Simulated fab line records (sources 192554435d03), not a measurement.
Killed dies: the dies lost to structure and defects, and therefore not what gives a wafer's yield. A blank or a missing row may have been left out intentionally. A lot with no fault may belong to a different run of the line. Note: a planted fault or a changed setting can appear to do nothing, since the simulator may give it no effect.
fab line records	flow n5_finfet
record: lots: 7	wafers: 21
route steps=1938 shown WELL_APT@24 PMOS_HMC_CHANNEL_EPI@62 FIN_SAQP@125 SD_EPI_N@275 SDB@373
start_h: hours from the record's opening day to when the first of the lot's shown wafers began	wait_h: time in hours since the lot's previous step	" the same as in the row above	L1.1+2: one row covering several wafers at once	- no value present, or no start provided	* or withheld: withheld	< > ~ a bound
route shown NAME@n: names a module that has steps shown in the file, with the first one's number in the route	usual: mean/standard deviation of fault-free wafers	same: alike in all rows	chamber/n: place in a boat	sites: the reading at each site	_std_site: standard deviation of those values	_edge_site: mean of outer sites minus mean of inner sites	radius_mm: for every site, how far away it sits from the centre of the wafer	mask NAME#n: copy n	behind: the most recent tool/chamber to have shaped the wafer	hold: what put the lot on hold/how long, in hours/how the hold closed	device: names the non-switching transistor (n, p or np)	end of line: the route-end tests of the same wafers	a step given without rows: its recipe and nothing more	killed: not the wafer's yield, but the dies lost to structure and defects at the first sort	map: a wafer's dies, marking killed ones x, the rest . and places with no die _
set.NAME: setting as actually run; set.NAME@STEP: the setting as run at that earlier step	model.NAME: the simulator's own value behind a step, which no gauge read
lots whose settings were changed on purpose; a table a step, a row a wafer
== steps ==
step: N5_WELL_APT_EXPOSE_05
recipe: mask_id: NWELL	na: 0.8	source_shape: conventional	sigma_outer: 0.8	polarization: unpolarized	defocus_nm: 0	target_cd_nm: 200	dose_mj: 20.3
lot.wafer	tool	chamber	start_h	wait_h	mask	set.dose_mj
L079.3+5+6	krf_scanner-02	0	43.79	-	NWELL#0	20.3
L080.1+5+6	krf_scanner-02	0	50.28	-	NWELL#0	20.3
L086.1+2	krf_scanner-02	0	85.51	-	NWELL#0	20.3
L086.3	"	0	"	"	NWELL#0	19.37
L087.1+4	krf_scanner-01	0	91.55	-	NWELL#0	20.3
L087.5	"	0	"	"	NWELL#0	18.82
L088.1+3	krf_scanner-02	0	97.56	-	NWELL#0	20.3
L088.6	"	0	"	"	NWELL#0	21.43
L089.2	krf_scanner-01	0	103.56	-	NWELL#0	20.3
L089.4+6	"	0	"	"	NWELL#0	19.34
L093.4	krf_scanner-01	0	127.68	-	NWELL#0	20.97
L093.5+6	"	0	"	"	NWELL#0	20.3
step: N5_WELL_APT_DEVELOP_07
recipe: develop_time_s: 45	rinse_liquid: surfactant_rinse	dry: air_spin	dev_temp_c: 21
lot.wafer	tool	chamber	start_h	wait_h	set.develop_time_s
L079.3+5+6	litho_track-03	0	-	-	45
L080.1+5	litho_track-03	0	-	-	45
L080.6	"	0	"	"	48.84
L086.1+2+3	litho_track-04	0	-	-	45
L087.1	litho_track-03	0	-	-	45
L087.4+5	"	0	"	"	42.42
L088.1+6	litho_track-01	0	-	-	45
L088.3	"	0	"	"	35.62
L089.2+4+6	litho_track-03	0	-	-	45
L093.4+5+6	litho_track-01	0	-	-	45
step: N5_WELL_APT_HARDBAKE_12
recipe: temp_c: 130	time_s: 120
step: N5_WELL_APT_CD_MEAS_08
recipe: target_cd_nm: 200	landing_energy_ev: 500	detector: se_inlens
usual: cd_nm: 199.5/1.4
lot.wafer	tool	chamber	start_h	wait_h	set.dose_mj@WELL_APT_EXPOSE_05	cd_nm
L079.3	cd_sem-01	0	43.95	-	20.3	198.5
L079.5	"	0	"	"	20.3	201.1
L079.6	"	0	"	"	20.3	198.0
L080.1	cd_sem-02	0	50.45	-	20.3	199.5
L080.5	"	0	"	"	20.3	201.3
L080.6	"	0	"	"	20.3	197.1
L086.1	cd_sem-01	0	85.68	-	20.3	200.5
L086.2	"	0	"	"	20.3	198.7
L086.3	"	0	"	"	19.37	191.6
L087.1	cd_sem-01	0	91.73	-	20.3	199.6
L087.4	"	0	"	"	20.3	197.1
L087.5	"	0	"	"	18.82	187.4
L088.1	cd_sem-01	0	97.73	-	20.3	201.9
L088.3	"	0	"	"	20.3	198.1
L088.6	"	0	"	"	21.43	205.8
L089.2	cd_sem-02	0	103.73	-	20.3	200.5
L089.4	"	0	"	"	19.34	191.9
L089.6	"	0	"	"	19.34	193.9
L093.4	cd_sem-01	0	127.84	-	20.97	205.1
L093.5	"	0	"	"	20.3	198.0
L093.6	"	0	"	"	20.3	197.1
step: N5_WELL_APT_DESCUM_13
recipe: chemistry: O2	time_s: 7.9	source_power_w: 50	bias_power_w: 20	pressure_mtorr: 20	rf_frequency_hz: 2.712e+07	temp_c: 40	o2_flow_sccm: 225
lot.wafer	tool	chamber	start_h	wait_h	set.dose_mj@WELL_APT_EXPOSE_05	model.WELL_APT.cd_nm
L079.3	rie_diel-03	1	44.42	0.4	20.3	198.4
L079.5	"	0	"	"	20.3	201.1
L079.6	"	1	"	"	20.3	198.2
L080.1	rie_diel-03	2	50.56	0.1	20.3	199
L080.5	"	3	"	"	20.3	201.1
L080.6	"	2	"	"	20.3	196.7
L086.1	rie_diel-06	2	85.86	0.1	20.3	200.7
L086.2	"	3	"	"	20.3	198.8
L086.3	"	1	"	"	19.37	191.2
L087.1	rie_diel-02	3	91.82	0.0	20.3	199.9
L087.4	"	1	"	"	20.3	197.1
L087.5	"	3	"	"	18.82	187.3
L088.1	rie_diel-06	1	97.82	0.0	20.3	202
L088.3	"	3	"	"	20.3	198.6
L088.6	"	1	"	"	21.43	206.1
L089.2	rie_diel-02	0	105.44	1.7	20.3	200.5
L089.4	"	2	"	"	19.34	192.2
L089.6	"	3	"	"	19.34	193.9
L093.4	rie_diel-03	1	128.04	0.2	20.97	205.2
L093.5	"	1	"	"	20.3	198.3
L093.6	"	2	"	"	20.3	196.7
step: N5_PMOS_HMC_CHANNEL_EPI_EXPOSE_06
recipe: mask_id: PMOS_HMC_BLK	na: 1.35	source_shape: conventional	sigma_outer: 0.8	polarization: unpolarized	target_cd_nm: 240	dose_mj: 41
lot.wafer	tool	chamber	start_h	wait_h	mask	set.dose_mj
L079.3+5+6	arfi_scanner-01	0	48.63	-	PMOS_HMC_BLK#0	41
L080.1+5	arfi_scanner-01	0	54.44	-	PMOS_HMC_BLK#0	43.31
L080.6	"	0	"	"	PMOS_HMC_BLK#0	41
L086.1	arfi_scanner-02	0	89.06	-	PMOS_HMC_BLK#0	42.16
L086.2+3	"	0	"	"	PMOS_HMC_BLK#0	41
L087.1+4+5	arfi_scanner-02	0	95.11	-	PMOS_HMC_BLK#0	41
L088.1+3+6	arfi_scanner-03	0	100.91	-	PMOS_HMC_BLK#0	41
L089.2+6	arfi_scanner-01	0	110.04	-	PMOS_HMC_BLK#0	41
L089.4	"	0	"	"	PMOS_HMC_BLK#0	39.03
L093.4+6	arfi_scanner-01	0	131.31	-	PMOS_HMC_BLK#0	38.2
L093.5	"	0	"	"	PMOS_HMC_BLK#0	41
step: N5_PMOS_HMC_CHANNEL_EPI_DEVELOP_08
recipe: develop_time_s: 30	developer: TMAH	resist: CAR-ArF-block	dev_temp_c: 23	rinse_liquid: diw	dry: air_spin
lot.wafer	tool	chamber	start_h	wait_h	set.develop_time_s
L079.3+5+6	litho_track-04	0	-	-	30
L080.1+6	litho_track-05	0	-	-	30
L080.5	"	0	"	"	27.48
L086.1+2	litho_track-04	0	-	-	36.3
L086.3	"	0	"	"	30
L087.1+4+5	litho_track-04	0	-	-	28.2
L088.1	litho_track-02	0	-	-	33.81
L088.3+6	"	0	"	"	30
L089.2+6	litho_track-02	0	-	-	26.2
L089.4	"	0	"	"	30
L093.4	litho_track-02	0	-	-	27.34
L093.5+6	"	0	"	"	30
step: N5_PMOS_HMC_CHANNEL_EPI_CD_MEAS_09
recipe: target_cd_nm: 237.4	landing_energy_ev: 500	detector: se_inlens
usual: cd_nm: 237.3/0.85
lot.wafer	tool	chamber	start_h	wait_h	set.dose_mj@PMOS_HMC_CHANNEL_EPI_EXPOSE_06	cd_nm
L079.3	cd_sem-02	0	48.75	-	41	236.4
L079.5	"	0	"	"	41	237.3
L079.6	"	0	"	"	41	238.3
L080.1	cd_sem-02	0	54.56	-	43.31	241.2
L080.5	"	0	"	"	43.31	240.6
L080.6	"	0	"	"	41	237.0
L086.1	cd_sem-03	0	89.18	-	42.16	241.9
L086.2	"	0	"	"	41	239.1
L086.3	"	0	"	"	41	238.1
L087.1	cd_sem-01	0	95.23	-	41	236.9
L087.4	"	0	"	"	41	237.2
L087.5	"	0	"	"	41	236.6
L088.1	cd_sem-01	0	101.03	-	41	238.7
L088.3	"	0	"	"	41	237.3
L088.6	"	0	"	"	41	237.1
L089.2	cd_sem-01	0	110.16	-	41	236.1
L089.4	"	0	"	"	39.03	232.3
L089.6	"	0	"	"	41	236.4
L093.4	cd_sem-02	0	131.42	-	38.2	231.5
L093.5	"	0	"	"	41	236.2
L093.6	"	0	"	"	38.2	231.1
step: N5_PMOS_HMC_CHANNEL_EPI_DESCUM_14
recipe: chemistry: O2	time_s: 7.9	source_power_w: 50	bias_power_w: 20	pressure_mtorr: 20	rf_frequency_hz: 2.712e+07	temp_c: 40	resist: CAR-ArF-block	o2_flow_sccm: 225
lot.wafer	tool	chamber	start_h	wait_h	set.dose_mj@PMOS_HMC_CHANNEL_EPI_EXPOSE_06	model.PMOS_HMC_CHANNEL_EPI.cd_nm
L079.3	rie_diel-01	2	49.48	0.7	41	236.2
L079.5	"	2	"	"	41	236.9
L079.6	"	1	"	"	41	238.6
L080.1	rie_diel-04	0	54.65	0.0	43.31	241.3
L080.5	"	3	"	"	43.31	240.6
L080.6	"	0	"	"	41	236.7
L086.1	rie_diel-01	0	89.27	0.0	42.16	241.8
L086.2	"	1	"	"	41	239.5
L086.3	"	3	"	"	41	238.3
L087.1	rie_diel-05	2	95.32	0.0	41	236.9
L087.4	"	2	"	"	41	237.1
L087.5	"	1	"	"	41	236.7
L088.1	rie_diel-01	2	101.12	0.0	41	238.7
L088.3	"	1	"	"	41	237.1
L088.6	"	2	"	"	41	237.2
L089.2	rie_diel-04	0	110.28	0.1	41	236.2
L089.4	"	2	"	"	39.03	232.4
L089.6	"	3	"	"	41	236.5
L093.4	rie_diel-04	1	131.86	0.4	38.2	231.8
L093.5	"	2	"	"	41	236.2
L093.6	"	3	"	"	38.2	231
step: N5_PMOS_HMC_CHANNEL_EPI_ETCH_32
recipe: chemistry: N2/H2	target: BARC	stop_on: SiO2	target_depth_a: 858	over_etch_frac: 0.3	time_s: 50.3	ion_energy_ev: 200	mask_material: CAR-ArF-block	pressure_mtorr: 30	source_w: 840	bias_w: 150	n2_flow_sccm: 200	h2_flow_sccm: 200
lot.wafer	tool	chamber	start_h	wait_h	set.dose_mj@PMOS_HMC_CHANNEL_EPI_EXPOSE_06	model.PMOS_HMC_CHANNEL_EPI.cd_nm
L079.3	rie_diel-01	2	49.51	0.0	41	237.6
L079.5	"	2	"	"	41	238.2
L079.6	"	1	"	"	41	241.3
L080.1	rie_diel-04	0	54.68	0.0	43.31	243.4
L080.5	"	3	"	"	43.31	243.5
L080.6	"	0	"	"	41	239.1
L086.1	rie_diel-01	0	89.30	0.0	42.16	245.3
L086.2	"	1	"	"	41	243.2
L086.3	"	3	"	"	41	241.3
L087.1	rie_diel-05	2	95.35	0.0	41	239
L087.4	"	2	"	"	41	239.4
L087.5	"	1	"	"	41	238.4
L088.1	rie_diel-01	2	101.16	0.0	41	240.6
L088.3	"	1	"	"	41	240.1
L088.6	"	2	"	"	41	239
L089.2	rie_diel-04	0	110.32	0.0	41	236.9
L089.4	"	2	"	"	39.03	233.8
L089.6	"	3	"	"	41	237.5
L093.4	rie_diel-04	1	131.90	0.0	38.2	233.9
L093.5	"	2	"	"	41	239.1
L093.6	"	3	"	"	38.2	233.1
step: N5_PMOS_HMC_CHANNEL_EPI_HM_OPEN_15
recipe: chemistry: CHF3/O2	target: SiO2	mask_material: CAR-ArF-block	target_depth_a: 406	CHF3_flow_sccm: 50	O2_flow_sccm: 5	Ar_flow_sccm: 200	time_s: 20.3	pressure_mtorr: 30	source_w: 650	bias_w: 170	ion_energy_ev: 200
step: N5_PMOS_HMC_CHANNEL_EPI_STRIP_33
recipe: chemistry: N2/H2	power_w: 500	temp_c: 40	pressure_mtorr: 50	rf_frequency_hz: 6e+07	overash_fraction: 0.3	bias_power_w: 8	h2_frac: 0.5	n2_flow_sccm: 300	h2_flow_sccm: 300
step: N5_PMOS_HMC_CHANNEL_EPI_STRIP_17
recipe: chemistry: SPM	time_s: 750	temp_c: 130	h2so4_h2o2_vol_ratio: 4	dry: ipa_marangoni
step: N5_PMOS_HMC_CHANNEL_EPI_ETCH_38
recipe: chemistry: CF4	target: SiO2	target_depth_a: 15	ion_energy_ev: 350	pressure_mtorr: 10	icp_w: 800	bias_w: 400	cf4_flow_sccm: 80
lot.wafer	tool	chamber	start_h	wait_h	set.dose_mj@PMOS_HMC_CHANNEL_EPI_EXPOSE_06	model.PMOS_HMC_CHANNEL_EPI.cd_nm
L079.3	rie_si-03	2	50.13	0.0	41	237.4
L079.5	"	0	"	"	41	238.2
L079.6	"	2	"	"	41	241.1
L080.1	rie_si-03	2	55.08	0.0	43.31	243.2
L080.5	"	3	"	"	43.31	243.5
L080.6	"	2	"	"	41	238.9
L086.1	rie_si-05	3	89.70	0.0	42.16	245.5
L086.2	"	2	"	"	41	243.4
L086.3	"	0	"	"	41	241.4
L087.1	rie_si-01	2	95.76	0.0	41	239
L087.4	"	1	"	"	41	239.4
L087.5	"	2	"	"	41	238.5
L088.1	rie_si-03	3	101.56	0.0	41	240.5
L088.3	"	1	"	"	41	240.2
L088.6	"	1	"	"	41	239
L089.2	rie_si-03	3	110.72	0.0	41	237
L089.4	"	2	"	"	39.03	233.8
L089.6	"	2	"	"	41	237.5
L093.4	rie_si-03	3	132.32	0.0	38.2	233.9
L093.5	"	1	"	"	41	239.2
L093.6	"	2	"	"	38.2	233.1
step: N5_FIN_SAQP_SPACER1_ALD_24
recipe: material: SiO2	target_thk_a: 203	temp_c: 300	ald_precursor_family: BDEAS	ald_co_reactant: O2-plasma	pulse_time_s: 1	purge_time_s: 2	co_reactant_purge_time_s: 2	ald_cycles: 218	pressure_torr: 2
lot.wafer	tool	chamber	start_h	wait_h	set.ald_cycles	model.SiO2_of_FIN_SAQP_SPACER1_ALD_24.thk_nm
L079.3+6	ald_sin-03	3,2	59.03	0.9	218	20.4
L079.5	"	1	"	"	218	20.6
L080.1	ald_sin-02	2	63.67	1.0	218	20
L080.5	"	1	"	"	248	23
L080.6	"	0	"	"	218	20.2
L086.1	ald_sin-01	1	94.55	0.3	218	20.2
L086.2	"	0	"	"	186	17.4
L086.3	"	3	"	"	218	20.4
L087.1+4	ald_sin-01	0,3	101.37	0.3	218	20.2
L087.5	"	3	"	"	197	18.2
L088.1+3	ald_sin-02	3,0	108.43	0.3	218	20.2
L088.6	"	2	"	"	218	20
L089.2	ald_sin-02	2	116.34	0.3	218	20
L089.4	"	3	"	"	238	22.2
L089.6	"	2	"	"	238	22
L093.4+5+6	ald_sin-03	0,1,0	139.18	0.8	218	20.4
step: N5_FIN_SAQP_SPACER1_ETCHBACK_25
recipe: chemistry: CHF3/O2	mode: anisotropic_etchback	target: SiO2	target_depth_a: 244	time_s: 12.2	pressure_mtorr: 30	source_w: 650	bias_w: 170	Ar_flow_sccm: 200	CHF3_flow_sccm: 50	O2_flow_sccm: 5	ion_energy_ev: 200
step: N5_FIN_SAQP_MANDREL1_REMOVE_56
recipe: chemistry: HBr/Cl2/O2	bt_time_s: 10	target: a-Si	stop_on: SiNx	endpoint: OES-SiCl	over_etch_frac: 1	icp_w: 600	bias_w: 22	HBr_flow_sccm: 150	Cl2_flow_sccm: 80	O2_flow_sccm: 5	pressure_mtorr: 10
lot.wafer	tool	chamber	start_h	wait_h	set.ald_cycles@FIN_SAQP_SPACER1_ALD_24	model.FIN_SAQP.cd_nm
L079.3+5+6	rie_si-04	3,2,1	60.08	0.1	218	20.4
L080.1	rie_si-04	3	64.63	0.1	218	20
L080.5	"	2	"	"	248	22.8
L080.6	"	1	"	"	218	20.2
L086.1+3	rie_si-02	0,2	95.41	0.1	218	20.2
L086.2	"	1	"	"	186	17.2
L087.1+4	rie_si-04	0,2	102.21	0.1	218	20.2
L087.5	"	2	"	"	197	18.2
L088.1+3	rie_si-02	1,2	109.26	0.1	218	20.2
L088.6	"	1	"	"	218	20
L089.2	rie_si-04	0	117.29	0.1	218	20
L089.4	"	2	"	"	238	22.2
L089.6	"	1	"	"	238	22
L093.4+5	rie_si-02	0,3	139.99	0.1	218	20.6
L093.6	"	2	"	"	218	20.4
step: N5_FIN_SAQP_CD_MEAS_27
recipe: target_cd_nm: 20	landing_energy_ev: 1000	detector: se_inlens	polarity: line
usual: cd_nm: 20.29/0.25
lot.wafer	tool	chamber	start_h	wait_h	set.ald_cycles@FIN_SAQP_SPACER1_ALD_24	cd_nm
L079.3	cd_sem-03	0	60.19	0.1	218	20.51
L079.5	"	0	"	"	218	20.47
L079.6	"	0	"	"	218	20.65
L080.1	cd_sem-02	0	64.74	0.1	218	19.77
L080.5	"	0	"	"	248	22.47
L080.6	"	0	"	"	218	20.43
L086.1	cd_sem-03	0	95.52	0.1	218	20.40
L086.2	"	0	"	"	186	17.13
L086.3	"	0	"	"	218	20.53
L087.1	cd_sem-03	0	102.32	0.1	218	20.31
L087.4	"	0	"	"	218	20.03
L087.5	"	0	"	"	197	18.05
L088.1	cd_sem-02	0	109.37	0.1	218	20.07
L088.3	"	0	"	"	218	20.37
L088.6	"	0	"	"	218	20.46
L089.2	cd_sem-01	0	117.41	0.1	218	20.21
L089.4	"	0	"	"	238	21.88
L089.6	"	0	"	"	238	22.04
L093.4	cd_sem-02	0	140.11	0.1	218	20.94
L093.5	"	0	"	"	218	20.23
L093.6	"	0	"	"	218	20.66
step: N5_SD_EPI_N_ETCH_35
recipe: chemistry: N2/H2	target: SOC	overetch_a: 1080	mask_material: SiARC	temp_c: 40	ion_energy_ev: 100	source_w: 3000	bias_w: 133	pressure_mtorr: 20	time_s: 486	n2_flow_sccm: 200	h2_flow_sccm: 200
lot.wafer	tool	chamber	start_h	wait_h	set.time_s	model.SD_EPI_N.cd_nm	model.SiARC_of_SD_EPI_N_COAT_33.thk_nm
L079.3	rie_diel-03	3	84.81	0.0	486	120.4	19.6
L079.5	"	0	"	"	486	121.4	19.6
L079.6	"	1	"	"	486	119.6	20
L080.1	rie_diel-03	1	89.66	0.0	594.5	123.6	16.8
L080.5	"	0	"	"	594.5	125.6	16.2
L080.6	"	3	"	"	486	120.4	19.6
L086.1	rie_diel-02	3	119.80	0.0	486	121.8	20
L086.2	"	0	"	"	486	120.4	20.6
L086.3	"	2	"	"	486	122.6	19.6
L087.1	rie_diel-03	1	127.47	0.0	486	119.4	20.4
L087.4	"	0	"	"	486	119.6	19.8
L087.5	"	0	"	"	486	119.4	19.6
L088.1	rie_diel-06	2	135.16	0.0	486	120.2	20.2
L088.3	"	1	"	"	486	119	19.4
L088.6	"	3	"	"	561.7	122.8	17
L089.2	rie_diel-06	2	145.77	0.0	486	121.4	20.4
L089.4	"	1	"	"	401.8	117	22.2
L089.6	"	0	"	"	486	121.4	19.8
L093.4	rie_diel-06	2	165.08	0.2	486	121.8	20.4
L093.5	"	1	"	"	486	120.6	19.8
L093.6	"	3	"	"	486	120	19.6
step: N5_SD_EPI_N_STRIP_36
recipe: chemistry: N2/H2	temp_c: 40	n2_flow_sccm: 200	h2_flow_sccm: 200	rf_frequency_hz: 6e+07
step: N5_SD_EPI_N_ETCHBACK_44
recipe: chemistry: CH3F/O2	mode: anisotropic_etchback	target: SiNx	target_depth_a: 145	stop_on: SiO2	over_etch_frac: 0.3	ion_energy_ev: 120	pressure_mtorr: 30	source_w: 395	bias_w: 73	Ar_flow_sccm: 150	CH3F_flow_sccm: 30	O2_flow_sccm: 20
step: N5_SD_EPI_N_ETCH_45
recipe: chemistry: CH3F/O2	target: SiOCN	target_depth_a: 60	mask_material: SOC	ion_energy_ev: 60	bias_w: 29	pressure_mtorr: 15	source_w: 410	Ar_flow_sccm: 150	CH3F_flow_sccm: 30	O2_flow_sccm: 20
lot.wafer	tool	chamber	start_h	wait_h	set.time_s@SD_EPI_N_ETCH_35	model.SD_EPI_N.cd_nm
L079.3	rie_diel-03	3	85.24	0.1	486	120.4
L079.5	"	0	"	"	486	121.4
L079.6	"	1	"	"	486	119.8
L080.1	rie_diel-03	1	90.09	0.1	594.5	123.6
L080.5	"	0	"	"	594.5	125.6
L080.6	"	3	"	"	486	120.4
L086.1	rie_diel-02	3	120.23	0.1	486	122
L086.2	"	0	"	"	486	120.4
L086.3	"	2	"	"	486	122.6
L087.1+5	rie_diel-03	1,0	127.89	0.1	486	119.4
L087.4	"	0	"	"	486	119.6
L088.1	rie_diel-06	2	135.59	0.1	486	120.2
L088.3	"	1	"	"	486	119.2
L088.6	"	3	"	"	561.7	122.8
L089.2	rie_diel-06	2	146.20	0.1	486	121.4
L089.4	"	1	"	"	401.8	117.2
L089.6	"	0	"	"	486	121.2
L093.4	rie_diel-06	2	165.40	0.1	486	121.8
L093.5	"	1	"	"	486	120.8
L093.6	"	3	"	"	486	120
step: N5_SD_EPI_N_ETCH_16
recipe: chemistry: CHF3/O2	target: SiO2	target_depth_a: 50	mask_material: SOC	pressure_mtorr: 30	source_w: 650	bias_w: 170	Ar_flow_sccm: 200	CHF3_flow_sccm: 50	O2_flow_sccm: 5	ion_energy_ev: 200
lot.wafer	tool	chamber	start_h	wait_h	set.time_s@SD_EPI_N_ETCH_35	model.SiARC_of_SD_EPI_N_COAT_33.thk_nm
L079.3+5	rie_diel-03	3,0	85.34	0.1	486	12.2
L079.6	"	1	"	"	486	12.8
L080.1	rie_diel-03	1	90.19	0.1	594.5	9.6
L080.5	"	0	"	"	594.5	9
L080.6	"	3	"	"	486	12.2
L086.1	rie_diel-02	3	120.33	0.1	486	12.8
L086.2	"	0	"	"	486	13.6
L086.3	"	2	"	"	486	12.2
L087.1	rie_diel-03	1	127.99	0.1	486	13
L087.4	"	0	"	"	486	12.4
L087.5	"	0	"	"	486	12.2
L088.1	rie_diel-06	2	135.69	0.1	486	13.2
L088.3	"	1	"	"	486	12
L088.6	"	3	"	"	561.7	9.8
L089.2	rie_diel-06	2	146.30	0.1	486	13.2
L089.4	"	1	"	"	401.8	14.6
L089.6	"	0	"	"	486	12.4
L093.4	rie_diel-06	2	165.47	0.0	486	13.2
L093.5	"	1	"	"	486	12.4
L093.6	"	3	"	"	486	12.2
step: N5_SDB_ALD_29
recipe: material: SiNx	target_thk_a: 300	temp_c: 400	ald_precursor_family: SiH2I2	ald_co_reactant: N2/H2-plasma	pulse_time_s: 1	ald_cycles: 600	purge_time_s: 2	co_reactant_purge_time_s: 2	pressure_torr: 2
lot.wafer	tool	chamber	start_h	wait_h	set.ald_cycles	model.SiNx_of_SDB_ALD_29.thk_nm
L079.3+6	ald_sin-03	2	108.31	0.0	600	29.8
L079.5	"	3	109.67	1.4	600	29.6
L080.1+5+6	ald_sin-01	3,0,3	109.98	0.2	600	30
L086.1	ald_sin-03	2	140.71	0.1	600	30.2
L086.2	"	0	"	"	529	26.2
L086.3	"	1	"	"	529	26.6
L087.1	ald_sin-01	3	144.38	0.0	600	30
L087.4+5	"	0	"	"	600	30.2
L088.1	ald_sin-03	3	153.69	0.0	600	29.4
L088.3+6	"	0	"	"	600	29.8
L089.2	ald_sin-04	3	163.76	0.0	600	30
L089.4	"	3	165.11	1.4	673	33.4
L089.6	"	0	"	"	673	33.8
L093.4+6	ald_sin-04	1	182.15	0.0	600	29.8
L093.5	"	2	183.50	1.4	600	30
== key ==
split: step: N5_WELL_APT_EXPOSE_05	setting: dose_mj	stated: 20.3	by: wafer
response: step: N5_WELL_APT_CD_MEAS_08	reading: cd_nm	change: +1.51	per: 1%	r: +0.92
response: step: N5_WELL_APT_DESCUM_13	reading: model.WELL_APT.cd_nm	change: +1.54	per: 1%	r: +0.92
split: step: N5_WELL_APT_DEVELOP_07	setting: develop_time_s	stated: 45	by: wafer
response none clear
split: step: N5_PMOS_HMC_CHANNEL_EPI_EXPOSE_06	setting: dose_mj	stated: 41	by: wafer
response: step: N5_PMOS_HMC_CHANNEL_EPI_CD_MEAS_09	reading: cd_nm	change: +0.764	per: 1%	r: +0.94
response: step: N5_PMOS_HMC_CHANNEL_EPI_DESCUM_14	reading: model.PMOS_HMC_CHANNEL_EPI.cd_nm	change: +0.768	per: 1%	r: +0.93
response: step: N5_PMOS_HMC_CHANNEL_EPI_ETCH_32	reading: model.PMOS_HMC_CHANNEL_EPI.cd_nm	change: +0.81	per: 1%	r: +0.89
response: step: N5_PMOS_HMC_CHANNEL_EPI_ETCH_38	reading: model.PMOS_HMC_CHANNEL_EPI.cd_nm	change: +0.821	per: 1%	r: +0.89
split: step: N5_PMOS_HMC_CHANNEL_EPI_DEVELOP_08	setting: develop_time_s	stated: 30	by: wafer
response none clear
split: step: N5_FIN_SAQP_SPACER1_ALD_24	setting: ald_cycles	stated: 218	by: wafer
response: step: N5_FIN_SAQP_SPACER1_ALD_24	reading: model.SiO2_of_FIN_SAQP_SPACER1_ALD_24.thk_nm	change: +0.208	per: 1%	r: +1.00
response: step: N5_FIN_SAQP_MANDREL1_REMOVE_56	reading: model.FIN_SAQP.cd_nm	change: +0.206	per: 1%	r: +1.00
response: step: N5_FIN_SAQP_CD_MEAS_27	reading: cd_nm	change: +0.203	per: 1%	r: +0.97
split: step: N5_SD_EPI_N_ETCH_35	setting: time_s	stated: 486	by: wafer
response: step: N5_SD_EPI_N_ETCH_35	reading: model.SD_EPI_N.cd_nm	change: +0.211	per: 1%	r: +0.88
response: step: N5_SD_EPI_N_ETCH_35	reading: model.SiARC_of_SD_EPI_N_COAT_33.thk_nm	change: -0.143	per: 1%	r: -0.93
response: step: N5_SD_EPI_N_ETCH_45	reading: model.SD_EPI_N.cd_nm	change: +0.205	per: 1%	r: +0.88
response: step: N5_SD_EPI_N_ETCH_16	reading: model.SiARC_of_SD_EPI_N_COAT_33.thk_nm	change: -0.134	per: 1%	r: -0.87
split: step: N5_SDB_ALD_29	setting: ald_cycles	stated: 600	by: wafer
response: step: N5_SDB_ALD_29	reading: model.SiNx_of_SDB_ALD_29.thk_nm	change: +0.308	per: 1%	r: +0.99
